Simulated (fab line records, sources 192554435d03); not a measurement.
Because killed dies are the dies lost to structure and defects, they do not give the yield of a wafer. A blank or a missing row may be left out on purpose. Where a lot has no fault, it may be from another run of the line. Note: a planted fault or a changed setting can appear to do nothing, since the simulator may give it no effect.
fab line records || flow n5-finfet || part 2 of 2: steps 23 to 30 of 30
record: {"lots": 5, "wafers": 15, "last-day": 17}
route steps=1938 shown BEOL_M15@1789
lots that met no fault: taken from a fault-free run of the same line
start-h: start of the lot's first displayed wafer, in hours after the record's first day || wait-h: hours from the lot's prior step to this one || " identical to the entry in the row above || L1.1+2: a row that stands for several wafers || - value missing, or start not given || * or withheld: withheld || < > ~ a bound
route shown NAME@n: a module of which the file shows steps, and the number in the route of the first || usual: mean/standard deviation of fault-free wafers || same: alike in all rows || chamber/n: place in a boat || sites: readings site by site || _std_site: the values' standard deviation || _edge_site: the outer-site mean with the inner-site mean subtracted || radius-mm: for every site, how far away it sits from the centre of the wafer || mask NAME#n: copy n || behind: the most recent tool/chamber to have shaped the wafer || hold: reason for holding the lot/hours on hold/outcome of the hold || device: transistor that didn't switch, given as n, p or np || end of line: tests of these same wafers at the route's end || a step given without rows: its recipe and nothing more || killed: count of dies lost to structure and defects at first sort (not the wafer's yield) || map: shows each die of a wafer: x if killed, . if not, _ if none is there
set.NAME: the setting as run; set.NAME@STEP: as run at that earlier step || model.NAME: the simulator's own value behind a step, which no gauge read
a table for each step, a row for each wafer; lots at some steps of the route
services: a tool's chamber out of use, with start hour (start-h, from the record's first day; less than 0 if before it), hours out, and reason
== steps ==
step: N5_BEOL_M15_STRIP_62
recipe: {"chemistry": "O2", "power-w": 600, "temp-c": 60, "pressure-mtorr": 30, "rf-frequency-hz": 6e+07, "bias-power-w": 0, "overash-fraction": 0.3, "o2-flow-sccm": 225}
usual: {"drypump-motor-current-A": "5.85/0.23", "oes-product-au": "0.78/0.085", "rf-vpp-V": "3.7/0.51", "showerhead-plenum-p-Torr": "2.10/0.09", "throttle-valve-pct": "16.78/0.24"}
{"lot.wafer": "L074.2", "tool": "rie-diel-05", "chamber": 2, "start-h": "-", "wait-h": "-", "drypump-motor-current-A": 5.83, "oes-product-au": 0.84, "rf-hours-counter-h": 78, "rf-vpp-V": 3.9, "showerhead-plenum-p-Torr": 2.23, "throttle-valve-pct": 16.83}
{"lot.wafer": "L074.3", "tool": "rie-diel-05", "chamber": 0, "start-h": "-", "wait-h": "-", "drypump-motor-current-A": 5.81, "oes-product-au": 0.67, "rf-hours-counter-h": 248, "rf-vpp-V": 3.2, "showerhead-plenum-p-Torr": 2.06, "throttle-valve-pct": 17.15}
{"lot.wafer": "L074.5", "tool": "rie-diel-05", "chamber": 2, "start-h": "-", "wait-h": "-", "drypump-motor-current-A": 5.83, "oes-product-au": 0.84, "rf-hours-counter-h": "-", "rf-vpp-V": 3.5, "showerhead-plenum-p-Torr": 2.22, "throttle-valve-pct": 16.82}
{"lot.wafer": "L079.3", "tool": "rie-diel-05", "chamber": 3, "start-h": "-", "wait-h": "-", "drypump-motor-current-A": 6.01, "oes-product-au": 0.72, "rf-hours-counter-h": 182, "rf-vpp-V": 4.0, "showerhead-plenum-p-Torr": 2.00, "throttle-valve-pct": 16.93}
{"lot.wafer": "L079.5", "tool": "rie-diel-05", "chamber": 0, "start-h": "-", "wait-h": "-", "drypump-motor-current-A": 5.80, "oes-product-au": 0.96, "rf-hours-counter-h": "-", "rf-vpp-V": 3.4, "showerhead-plenum-p-Torr": 2.06, "throttle-valve-pct": 16.70}
{"lot.wafer": "L079.6", "tool": "rie-diel-05", "chamber": 3, "start-h": "-", "wait-h": "-", "drypump-motor-current-A": 6.00, "oes-product-au": 0.72, "rf-hours-counter-h": "-", "rf-vpp-V": 4.5, "showerhead-plenum-p-Torr": 2.00, "throttle-valve-pct": 16.91}
{"lot.wafer": "L080.1", "tool": "rie-diel-03", "chamber": 2, "start-h": "-", "wait-h": "-", "drypump-motor-current-A": 5.73, "oes-product-au": 0.75, "rf-hours-counter-h": 185, "rf-vpp-V": 4.7, "showerhead-plenum-p-Torr": 2.18, "throttle-valve-pct": 16.92}
{"lot.wafer": "L080.3", "tool": "rie-diel-03", "chamber": 0, "start-h": "-", "wait-h": "-", "drypump-motor-current-A": 6.24, "oes-product-au": 0.70, "rf-hours-counter-h": 210, "rf-vpp-V": 3.8, "showerhead-plenum-p-Torr": 2.08, "throttle-valve-pct": 17.03}
{"lot.wafer": "L080.6", "tool": "rie-diel-03", "chamber": 2, "start-h": "-", "wait-h": "-", "drypump-motor-current-A": 5.70, "oes-product-au": 0.74, "rf-hours-counter-h": "-", "rf-vpp-V": 3.3, "showerhead-plenum-p-Torr": 2.18, "throttle-valve-pct": 16.92}
{"lot.wafer": "L086.1", "tool": "rie-diel-05", "chamber": 0, "start-h": "-", "wait-h": "-", "drypump-motor-current-A": 5.82, "oes-product-au": 0.91, "rf-hours-counter-h": 20, "rf-vpp-V": 3.0, "showerhead-plenum-p-Torr": 2.06, "throttle-valve-pct": 16.74}
{"lot.wafer": "L086.2", "tool": "rie-diel-05", "chamber": 2, "start-h": "-", "wait-h": "-", "drypump-motor-current-A": 5.80, "oes-product-au": 0.81, "rf-hours-counter-h": 105, "rf-vpp-V": 3.0, "showerhead-plenum-p-Torr": 2.21, "throttle-valve-pct": 16.87}
{"lot.wafer": "L086.5", "tool": "rie-diel-05", "chamber": 3, "start-h": "-", "wait-h": "-", "drypump-motor-current-A": 5.99, "oes-product-au": 0.71, "rf-hours-counter-h": "-", "rf-vpp-V": 4.4, "showerhead-plenum-p-Torr": 1.99, "throttle-valve-pct": 16.94}
{"lot.wafer": "L096.2", "tool": "rie-diel-03", "chamber": 1, "start-h": "-", "wait-h": "-", "drypump-motor-current-A": 5.61, "oes-product-au": 0.70, "rf-hours-counter-h": 235, "rf-vpp-V": 3.5, "showerhead-plenum-p-Torr": 1.99, "throttle-valve-pct": 16.91}
{"lot.wafer": "L096.3", "tool": "rie-diel-03", "chamber": 0, "start-h": "-", "wait-h": "-", "drypump-motor-current-A": 6.28, "oes-product-au": 0.68, "rf-hours-counter-h": 244, "rf-vpp-V": 3.7, "showerhead-plenum-p-Torr": 2.07, "throttle-valve-pct": 17.10}
{"lot.wafer": "L096.6", "tool": "rie-diel-03", "chamber": 2, "start-h": "-", "wait-h": "-", "drypump-motor-current-A": 5.72, "oes-product-au": 0.71, "rf-hours-counter-h": "-", "rf-vpp-V": 3.5, "showerhead-plenum-p-Torr": 2.17, "throttle-valve-pct": 16.96}
step: N5_BEOL_M15_STRIP_37
recipe: {"chemistry": "O2", "power-w": 600, "temp-c": 60, "pressure-mtorr": 30, "rf-frequency-hz": 6e+07, "bias-power-w": 0, "overash-fraction": 0.3, "o2-flow-sccm": 225}
usual: {"drypump-motor-current-A": "5.85/0.23", "oes-product-au": "0.78/0.085", "rf-vpp-V": "3.6/0.66", "showerhead-plenum-p-Torr": "2.10/0.09", "throttle-valve-pct": "16.78/0.24"}
{"lot.wafer": "L074.2", "tool": "rie-diel-05", "chamber": 2, "start-h": "-", "wait-h": "-", "drypump-motor-current-A": 5.81, "oes-product-au": 0.85, "rf-hours-counter-h": 78, "rf-vpp-V": 2.8, "showerhead-plenum-p-Torr": 2.23, "throttle-valve-pct": 16.82}
{"lot.wafer": "L074.3", "tool": "rie-diel-05", "chamber": 0, "start-h": "-", "wait-h": "-", "drypump-motor-current-A": 5.83, "oes-product-au": 0.68, "rf-hours-counter-h": 248, "rf-vpp-V": 4.0, "showerhead-plenum-p-Torr": 2.06, "throttle-valve-pct": 17.17}
{"lot.wafer": "L074.5", "tool": "rie-diel-05", "chamber": 2, "start-h": "-", "wait-h": "-", "drypump-motor-current-A": 5.83, "oes-product-au": 0.85, "rf-hours-counter-h": "-", "rf-vpp-V": 4.0, "showerhead-plenum-p-Torr": 2.22, "throttle-valve-pct": 16.84}
{"lot.wafer": "L079.3", "tool": "rie-diel-05", "chamber": 3, "start-h": "-", "wait-h": "-", "drypump-motor-current-A": 5.99, "oes-product-au": 0.71, "rf-hours-counter-h": 182, "rf-vpp-V": 3.6, "showerhead-plenum-p-Torr": 2.00, "throttle-valve-pct": 16.93}
{"lot.wafer": "L079.5", "tool": "rie-diel-05", "chamber": 0, "start-h": "-", "wait-h": "-", "drypump-motor-current-A": 5.80, "oes-product-au": 0.96, "rf-hours-counter-h": "-", "rf-vpp-V": 3.4, "showerhead-plenum-p-Torr": 2.06, "throttle-valve-pct": 16.66}
{"lot.wafer": "L079.6", "tool": "rie-diel-05", "chamber": 3, "start-h": "-", "wait-h": "-", "drypump-motor-current-A": 5.98, "oes-product-au": 0.72, "rf-hours-counter-h": "-", "rf-vpp-V": 3.1, "showerhead-plenum-p-Torr": 2.00, "throttle-valve-pct": 16.91}
{"lot.wafer": "L080.1", "tool": "rie-diel-03", "chamber": 2, "start-h": "-", "wait-h": "-", "drypump-motor-current-A": 5.74, "oes-product-au": 0.74, "rf-hours-counter-h": 185, "rf-vpp-V": 4.6, "showerhead-plenum-p-Torr": 2.18, "throttle-valve-pct": 16.92}
{"lot.wafer": "L080.3", "tool": "rie-diel-03", "chamber": 0, "start-h": "-", "wait-h": "-", "drypump-motor-current-A": 6.28, "oes-product-au": 0.71, "rf-hours-counter-h": 210, "rf-vpp-V": 3.4, "showerhead-plenum-p-Torr": 2.08, "throttle-valve-pct": 17.01}
{"lot.wafer": "L080.6", "tool": "rie-diel-03", "chamber": 2, "start-h": "-", "wait-h": "-", "drypump-motor-current-A": 5.72, "oes-product-au": 0.73, "rf-hours-counter-h": "-", "rf-vpp-V": 4.6, "showerhead-plenum-p-Torr": 2.18, "throttle-valve-pct": 16.92}
{"lot.wafer": "L086.1", "tool": "rie-diel-05", "chamber": 0, "start-h": "-", "wait-h": "-", "drypump-motor-current-A": 5.81, "oes-product-au": 0.91, "rf-hours-counter-h": 20, "rf-vpp-V": 3.7, "showerhead-plenum-p-Torr": 2.06, "throttle-valve-pct": 16.74}
{"lot.wafer": "L086.2", "tool": "rie-diel-05", "chamber": 2, "start-h": "-", "wait-h": "-", "drypump-motor-current-A": 5.81, "oes-product-au": 0.81, "rf-hours-counter-h": 105, "rf-vpp-V": 4.3, "showerhead-plenum-p-Torr": 2.22, "throttle-valve-pct": 16.87}
{"lot.wafer": "L086.5", "tool": "rie-diel-05", "chamber": 3, "start-h": "-", "wait-h": "-", "drypump-motor-current-A": 6.00, "oes-product-au": 0.71, "rf-hours-counter-h": "-", "rf-vpp-V": 2.4, "showerhead-plenum-p-Torr": 1.99, "throttle-valve-pct": 16.95}
{"lot.wafer": "L096.2", "tool": "rie-diel-03", "chamber": 1, "start-h": "-", "wait-h": "-", "drypump-motor-current-A": 5.60, "oes-product-au": 0.71, "rf-hours-counter-h": 235, "rf-vpp-V": 3.5, "showerhead-plenum-p-Torr": 1.99, "throttle-valve-pct": 16.91}
{"lot.wafer": "L096.3", "tool": "rie-diel-03", "chamber": 0, "start-h": "-", "wait-h": "-", "drypump-motor-current-A": 6.31, "oes-product-au": 0.68, "rf-hours-counter-h": 244, "rf-vpp-V": 3.0, "showerhead-plenum-p-Torr": 2.07, "throttle-valve-pct": 17.11}
{"lot.wafer": "L096.6", "tool": "rie-diel-03", "chamber": 2, "start-h": "-", "wait-h": "-", "drypump-motor-current-A": 5.70, "oes-product-au": 0.71, "rf-hours-counter-h": "-", "rf-vpp-V": 4.2, "showerhead-plenum-p-Torr": 2.17, "throttle-valve-pct": 16.97}
step: N5_BEOL_M15_ETCH_38
recipe: {"chemistry": "CF4/N2", "target": "SiCN", "target-depth-a": 1064, "taper-deg": 2, "time-s": 120.5, "ion-energy-ev": 150, "mask-material": "SiO2", "pressure-mtorr": 40, "source-w": 430, "bias-w": 70, "Ar_flow_sccm": 100, "cf4-flow-sccm": 60, "n2-flow-sccm": 60}
usual: {"drypump-motor-current-A": "5.86/0.22", "oes-product-au": "0.78/0.087", "rf-vpp-V": "382.2/2.3", "showerhead-plenum-p-Torr": "2.21/0.087", "throttle-valve-pct": "15.54/0.24"}
{"lot.wafer": "L074.2", "tool": "rie-diel-05", "chamber": 2, "start-h": "-", "wait-h": "-", "drypump-motor-current-A": 5.80, "oes-product-au": 0.85, "rf-hours-counter-h": 78, "rf-vpp-V": 384.0, "showerhead-plenum-p-Torr": 2.34, "throttle-valve-pct": 15.55}
{"lot.wafer": "L074.3", "tool": "rie-diel-05", "chamber": 0, "start-h": "-", "wait-h": "-", "drypump-motor-current-A": 5.81, "oes-product-au": 0.68, "rf-hours-counter-h": 248, "rf-vpp-V": 381.3, "showerhead-plenum-p-Torr": 2.17, "throttle-valve-pct": 15.94}
{"lot.wafer": "L074.5", "tool": "rie-diel-05", "chamber": 2, "start-h": "-", "wait-h": "-", "drypump-motor-current-A": 5.83, "oes-product-au": 0.85, "rf-hours-counter-h": "-", "rf-vpp-V": 385.9, "showerhead-plenum-p-Torr": 2.34, "throttle-valve-pct": 15.56}
{"lot.wafer": "L079.3", "tool": "rie-diel-05", "chamber": 3, "start-h": "-", "wait-h": "-", "drypump-motor-current-A": 6.01, "oes-product-au": 0.71, "rf-hours-counter-h": 182, "rf-vpp-V": 379.5, "showerhead-plenum-p-Torr": 2.11, "throttle-valve-pct": 15.69}
{"lot.wafer": "L079.5", "tool": "rie-diel-05", "chamber": 0, "start-h": "-", "wait-h": "-", "drypump-motor-current-A": 5.80, "oes-product-au": 0.97, "rf-hours-counter-h": "-", "rf-vpp-V": 382.0, "showerhead-plenum-p-Torr": 2.17, "throttle-valve-pct": 15.42}
{"lot.wafer": "L079.6", "tool": "rie-diel-05", "chamber": 3, "start-h": "-", "wait-h": "-", "drypump-motor-current-A": 6.02, "oes-product-au": 0.72, "rf-hours-counter-h": "-", "rf-vpp-V": 380.2, "showerhead-plenum-p-Torr": 2.11, "throttle-valve-pct": 15.69}
{"lot.wafer": "L080.1", "tool": "rie-diel-03", "chamber": 2, "start-h": "-", "wait-h": "-", "drypump-motor-current-A": 5.69, "oes-product-au": 0.72, "rf-hours-counter-h": 185, "rf-vpp-V": 385.6, "showerhead-plenum-p-Torr": 2.27, "throttle-valve-pct": 15.58}
{"lot.wafer": "L080.3", "tool": "rie-diel-03", "chamber": 0, "start-h": "-", "wait-h": "-", "drypump-motor-current-A": 6.26, "oes-product-au": 0.70, "rf-hours-counter-h": 210, "rf-vpp-V": 382.3, "showerhead-plenum-p-Torr": 2.18, "throttle-valve-pct": 15.75}
{"lot.wafer": "L080.6", "tool": "rie-diel-03", "chamber": 2, "start-h": "-", "wait-h": "-", "drypump-motor-current-A": 5.72, "oes-product-au": 0.73, "rf-hours-counter-h": "-", "rf-vpp-V": 385.8, "showerhead-plenum-p-Torr": 2.27, "throttle-valve-pct": 15.58}
{"lot.wafer": "L086.1", "tool": "rie-diel-05", "chamber": 0, "start-h": "-", "wait-h": "-", "drypump-motor-current-A": 5.83, "oes-product-au": 0.90, "rf-hours-counter-h": 20, "rf-vpp-V": 379.8, "showerhead-plenum-p-Torr": 2.16, "throttle-valve-pct": 15.46}
{"lot.wafer": "L086.2", "tool": "rie-diel-05", "chamber": 2, "start-h": "-", "wait-h": "-", "drypump-motor-current-A": 5.83, "oes-product-au": 0.82, "rf-hours-counter-h": 105, "rf-vpp-V": 385.2, "showerhead-plenum-p-Torr": 2.33, "throttle-valve-pct": 15.62}
{"lot.wafer": "L086.5", "tool": "rie-diel-05", "chamber": 3, "start-h": "-", "wait-h": "-", "drypump-motor-current-A": 5.99, "oes-product-au": 0.71, "rf-hours-counter-h": "-", "rf-vpp-V": 379.5, "showerhead-plenum-p-Torr": 2.10, "throttle-valve-pct": 15.75}
{"lot.wafer": "L096.2", "tool": "rie-diel-03", "chamber": 1, "start-h": "-", "wait-h": "-", "drypump-motor-current-A": 5.63, "oes-product-au": 0.70, "rf-hours-counter-h": 235, "rf-vpp-V": 379.6, "showerhead-plenum-p-Torr": 2.11, "throttle-valve-pct": 15.73}
{"lot.wafer": "L096.3", "tool": "rie-diel-03", "chamber": 0, "start-h": "-", "wait-h": "-", "drypump-motor-current-A": 6.28, "oes-product-au": 0.68, "rf-hours-counter-h": 244, "rf-vpp-V": 380.3, "showerhead-plenum-p-Torr": 2.17, "throttle-valve-pct": 15.84}
{"lot.wafer": "L096.6", "tool": "rie-diel-03", "chamber": 2, "start-h": "-", "wait-h": "-", "drypump-motor-current-A": 5.71, "oes-product-au": 0.70, "rf-hours-counter-h": "-", "rf-vpp-V": 384.5, "showerhead-plenum-p-Torr": 2.26, "throttle-valve-pct": 15.64}
step: N5_BEOL_M15_PRECLEAN_39
recipe: {"chemistry": "residue-remover", "time-s": 60, "temp-c": 40}
{"lot.wafer": "L074.2+3+5", "tool": "wet-bench-04", "chamber": "0,3,4", "start-h": 242.48, "wait-h": "-"}
{"lot.wafer": "L079.3+5+6", "tool": "wet-bench-06", "chamber": "2,1,5", "start-h": 271.97, "wait-h": "-"}
{"lot.wafer": "L080.1+3+6", "tool": "wet-bench-06", "chamber": "3,1,0", "start-h": 275.33, "wait-h": "-"}
{"lot.wafer": "L086.1+2+5", "tool": "wet-bench-04", "chamber": "7,1,6", "start-h": 339.95, "wait-h": "-"}
{"lot.wafer": "L096.2+3+6", "tool": "wet-bench-06", "chamber": "4,2,5", "start-h": 387.28, "wait-h": "-"}
step: N5_BEOL_M15_SRD_40
recipe: {"time-s": 30, "temp-c": 23, "rinse-liquid": "diw", "dry": "n2-spin", "spin-rpm": 1500, "dry-time-s": 30}
same: {"dry-time-s": 30}
{"lot.wafer": "L074.2+3+5", "tool": "wet-bench-04", "chamber": "0,3,4", "start-h": 242.50, "wait-h": 0.0}
{"lot.wafer": "L079.3+5+6", "tool": "wet-bench-06", "chamber": "2,1,5", "start-h": 271.99, "wait-h": 0.0}
{"lot.wafer": "L080.1+3+6", "tool": "wet-bench-06", "chamber": "3,1,0", "start-h": 275.35, "wait-h": 0.0}
{"lot.wafer": "L086.1+2+5", "tool": "wet-bench-04", "chamber": "7,1,6", "start-h": 339.97, "wait-h": 0.0}
{"lot.wafer": "L096.2+3+6", "tool": "wet-bench-06", "chamber": "4,2,5", "start-h": 387.30, "wait-h": 0.0}
step: N5_BEOL_M15_DEGAS_41
recipe: {"ambient": "vacuum", "temp-c": 300, "time-s": 60}
usual: {"heater-power-w": "440/44"}
{"lot.wafer": "L074.2", "tool": "pvd-sputter-03", "chamber": "-", "start-h": 242.85, "wait-h": 0.3, "heater-power-w": 460}
{"lot.wafer": "L074.3", "tool": "pvd-sputter-03", "chamber": "-", "start-h": 242.85, "wait-h": 0.3, "heater-power-w": 441}
{"lot.wafer": "L074.5", "tool": "pvd-sputter-03", "chamber": "-", "start-h": 242.85, "wait-h": 0.3, "heater-power-w": 479}
{"lot.wafer": "L079.3", "tool": "pvd-sputter-01", "chamber": "-", "start-h": 272.30, "wait-h": 0.3, "heater-power-w": 381}
{"lot.wafer": "L079.5", "tool": "pvd-sputter-01", "chamber": "-", "start-h": 272.30, "wait-h": 0.3, "heater-power-w": 439}
{"lot.wafer": "L079.6", "tool": "pvd-sputter-01", "chamber": "-", "start-h": 272.30, "wait-h": 0.3, "heater-power-w": 372}
{"lot.wafer": "L080.1", "tool": "pvd-sputter-01", "chamber": "-", "start-h": 275.84, "wait-h": 0.5, "heater-power-w": 499}
{"lot.wafer": "L080.3", "tool": "pvd-sputter-01", "chamber": "-", "start-h": 275.84, "wait-h": 0.5, "heater-power-w": 385}
{"lot.wafer": "L080.6", "tool": "pvd-sputter-01", "chamber": "-", "start-h": 275.84, "wait-h": 0.5, "heater-power-w": 371}
{"lot.wafer": "L086.1", "tool": "pvd-sputter-02", "chamber": "-", "start-h": 340.63, "wait-h": 0.6, "heater-power-w": 437}
{"lot.wafer": "L086.2", "tool": "pvd-sputter-02", "chamber": "-", "start-h": 340.63, "wait-h": 0.6, "heater-power-w": 540}
{"lot.wafer": "L086.5", "tool": "pvd-sputter-02", "chamber": "-", "start-h": 340.63, "wait-h": 0.6, "heater-power-w": 390}
{"lot.wafer": "L096.2", "tool": "pvd-sputter-02", "chamber": "-", "start-h": 387.67, "wait-h": 0.3, "heater-power-w": 539}
{"lot.wafer": "L096.3", "tool": "pvd-sputter-02", "chamber": "-", "start-h": 387.67, "wait-h": 0.3, "heater-power-w": 416}
{"lot.wafer": "L096.6", "tool": "pvd-sputter-02", "chamber": "-", "start-h": 387.67, "wait-h": 0.3, "heater-power-w": 531}
step: N5_BEOL_M15_PRE_CLEAN_42
recipe: {"gas": "H2/He", "time-s": 30, "temp-c": 300}
usual: {"heater-power-w": "440/45"}
{"lot.wafer": "L074.2", "tool": "pvd-sputter-03", "chamber": "-", "start-h": 242.89, "wait-h": 0.0, "heater-power-w": 453}
{"lot.wafer": "L074.3", "tool": "pvd-sputter-03", "chamber": "-", "start-h": 242.89, "wait-h": 0.0, "heater-power-w": 459}
{"lot.wafer": "L074.5", "tool": "pvd-sputter-03", "chamber": "-", "start-h": 242.89, "wait-h": 0.0, "heater-power-w": 478}
{"lot.wafer": "L079.3", "tool": "pvd-sputter-01", "chamber": "-", "start-h": 272.34, "wait-h": 0.0, "heater-power-w": 389}
{"lot.wafer": "L079.5", "tool": "pvd-sputter-01", "chamber": "-", "start-h": 272.34, "wait-h": 0.0, "heater-power-w": 434}
{"lot.wafer": "L079.6", "tool": "pvd-sputter-01", "chamber": "-", "start-h": 272.34, "wait-h": 0.0, "heater-power-w": 379}
{"lot.wafer": "L080.1", "tool": "pvd-sputter-01", "chamber": "-", "start-h": 275.88, "wait-h": 0.0, "heater-power-w": 485}
{"lot.wafer": "L080.3", "tool": "pvd-sputter-01", "chamber": "-", "start-h": 275.88, "wait-h": 0.0, "heater-power-w": 393}
{"lot.wafer": "L080.6", "tool": "pvd-sputter-01", "chamber": "-", "start-h": 275.88, "wait-h": 0.0, "heater-power-w": 369}
{"lot.wafer": "L086.1", "tool": "pvd-sputter-02", "chamber": "-", "start-h": 340.67, "wait-h": 0.0, "heater-power-w": 437}
{"lot.wafer": "L086.2", "tool": "pvd-sputter-02", "chamber": "-", "start-h": 340.67, "wait-h": 0.0, "heater-power-w": 537}
{"lot.wafer": "L086.5", "tool": "pvd-sputter-02", "chamber": "-", "start-h": 340.67, "wait-h": 0.0, "heater-power-w": 394}
{"lot.wafer": "L096.2", "tool": "pvd-sputter-02", "chamber": "-", "start-h": 387.71, "wait-h": 0.0, "heater-power-w": 528}
{"lot.wafer": "L096.3", "tool": "pvd-sputter-02", "chamber": "-", "start-h": 387.71, "wait-h": 0.0, "heater-power-w": 414}
{"lot.wafer": "L096.6", "tool": "pvd-sputter-02", "chamber": "-", "start-h": 387.71, "wait-h": 0.0, "heater-power-w": 536}
step: N5_BEOL_M15_SPUTTER_43
recipe: {"material": "TaN", "target-thk-a": 150, "temp-c": 50, "bias-v": 168.6, "power-w": 15000, "chamber-pressure-pa": 0.12, "time-s": 24.19}
usual: {"substrate-temp-c": "50.00/0.13", "throttle-valve-pct": "30.1/0.68"}
{"lot.wafer": "L074.2", "tool": "pvd-sputter-03", "chamber": "-", "start-h": 242.93, "wait-h": 0.0, "substrate-temp-c": 50.03, "throttle-valve-pct": 29.5}
{"lot.wafer": "L074.3", "tool": "pvd-sputter-03", "chamber": "-", "start-h": 242.93, "wait-h": 0.0, "substrate-temp-c": 50.04, "throttle-valve-pct": 30.8}
{"lot.wafer": "L074.5", "tool": "pvd-sputter-03", "chamber": "-", "start-h": 242.93, "wait-h": 0.0, "substrate-temp-c": 49.91, "throttle-valve-pct": 29.2}
{"lot.wafer": "L079.3", "tool": "pvd-sputter-01", "chamber": "-", "start-h": 272.38, "wait-h": 0.0, "substrate-temp-c": 50.11, "throttle-valve-pct": 30.0}
{"lot.wafer": "L079.5", "tool": "pvd-sputter-01", "chamber": "-", "start-h": 272.38, "wait-h": 0.0, "substrate-temp-c": 50.07, "throttle-valve-pct": 29.6}
{"lot.wafer": "L079.6", "tool": "pvd-sputter-01", "chamber": "-", "start-h": 272.38, "wait-h": 0.0, "substrate-temp-c": 50.07, "throttle-valve-pct": 29.9}
{"lot.wafer": "L080.1", "tool": "pvd-sputter-01", "chamber": "-", "start-h": 275.92, "wait-h": 0.0, "substrate-temp-c": 49.96, "throttle-valve-pct": 30.4}
{"lot.wafer": "L080.3", "tool": "pvd-sputter-01", "chamber": "-", "start-h": 275.92, "wait-h": 0.0, "substrate-temp-c": 50.01, "throttle-valve-pct": 30.0}
{"lot.wafer": "L080.6", "tool": "pvd-sputter-01", "chamber": "-", "start-h": 275.92, "wait-h": 0.0, "substrate-temp-c": 50.03, "throttle-valve-pct": 30.0}
{"lot.wafer": "L086.1", "tool": "pvd-sputter-02", "chamber": "-", "start-h": 340.71, "wait-h": 0.0, "substrate-temp-c": 49.79, "throttle-valve-pct": 30.9}
{"lot.wafer": "L086.2", "tool": "pvd-sputter-02", "chamber": "-", "start-h": 340.71, "wait-h": 0.0, "substrate-temp-c": 50.00, "throttle-valve-pct": 29.3}
{"lot.wafer": "L086.5", "tool": "pvd-sputter-02", "chamber": "-", "start-h": 340.71, "wait-h": 0.0, "substrate-temp-c": 49.97, "throttle-valve-pct": 29.5}
{"lot.wafer": "L096.2", "tool": "pvd-sputter-02", "chamber": "-", "start-h": 387.75, "wait-h": 0.0, "substrate-temp-c": 50.07, "throttle-valve-pct": 29.3}
{"lot.wafer": "L096.3", "tool": "pvd-sputter-02", "chamber": "-", "start-h": 387.75, "wait-h": 0.0, "substrate-temp-c": 49.68, "throttle-valve-pct": 31.1}
{"lot.wafer": "L096.6", "tool": "pvd-sputter-02", "chamber": "-", "start-h": 387.75, "wait-h": 0.0, "substrate-temp-c": 49.84, "throttle-valve-pct": 29.3}
== services ==
{"tool": "rie-diel-04", "chamber": "-", "start-h": 234.11, "hours": 1.7, "kind": "repair"}
{"tool": "krf-scanner-02", "chamber": "-", "start-h": 237.45, "hours": 1.3, "kind": "pm"}
{"tool": "krf-scanner-01", "chamber": "-", "start-h": 248.66, "hours": 3.6, "kind": "pm"}
{"tool": "rie-diel-04", "chamber": 0, "start-h": 248.92, "hours": 19.3, "kind": "repair"}
{"tool": "rie-diel-05", "chamber": 0, "start-h": 250.22, "hours": "-", "kind": "clean"}
{"tool": "rie-diel-05", "chamber": 0, "start-h": 250.22, "hours": "-", "kind": "consumable-replace:focus-ring"}
{"tool": "rie-diel-05", "chamber": "-", "start-h": 261.73, "hours": 0.6, "kind": "repair"}
{"tool": "rie-diel-05", "chamber": "-", "start-h": 266.08, "hours": 0.8, "kind": "repair"}
{"tool": "krf-scanner-01", "chamber": "-", "start-h": 267.78, "hours": 1.0, "kind": "pm"}
{"tool": "rie-diel-04", "chamber": 1, "start-h": 276.61, "hours": 5.4, "kind": "repair"}
{"tool": "rie-diel-04", "chamber": "-", "start-h": 281.45, "hours": 0.4, "kind": "repair"}
{"tool": "rie-diel-04", "chamber": 1, "start-h": 283.72, "hours": 16.7, "kind": "repair"}
{"tool": "pvd-sputter-02", "chamber": "-", "start-h": 288.44, "hours": 40.3, "kind": "repair"}
{"tool": "rie-diel-05", "chamber": 1, "start-h": 290.76, "hours": 9.6, "kind": "repair"}
{"tool": "krf-scanner-02", "chamber": "-", "start-h": 304.99, "hours": 0.8, "kind": "pm"}
{"tool": "rie-diel-03", "chamber": 1, "start-h": 318.53, "hours": 5.0, "kind": "repair"}
{"tool": "rie-diel-04", "chamber": 0, "start-h": 325.47, "hours": 51.5, "kind": "repair"}
{"tool": "krf-scanner-01", "chamber": "-", "start-h": 332.69, "hours": 7.2, "kind": "pm"}
{"tool": "rie-diel-04", "chamber": "-", "start-h": 336.74, "hours": 2.8, "kind": "pm"}
{"tool": "rie-diel-05", "chamber": 0, "start-h": 345.20, "hours": 7.0, "kind": "repair"}
{"tool": "krf-scanner-02", "chamber": "-", "start-h": 346.22, "hours": 1.0, "kind": "pm"}
{"tool": "krf-scanner-01", "chamber": "-", "start-h": 354.59, "hours": 1.3, "kind": "pm"}
{"tool": "pvd-sputter-01", "chamber": "-", "start-h": 365.77, "hours": 7.8, "kind": "repair"}
{"tool": "krf-scanner-01", "chamber": "-", "start-h": 369.64, "hours": 0.8, "kind": "pm"}
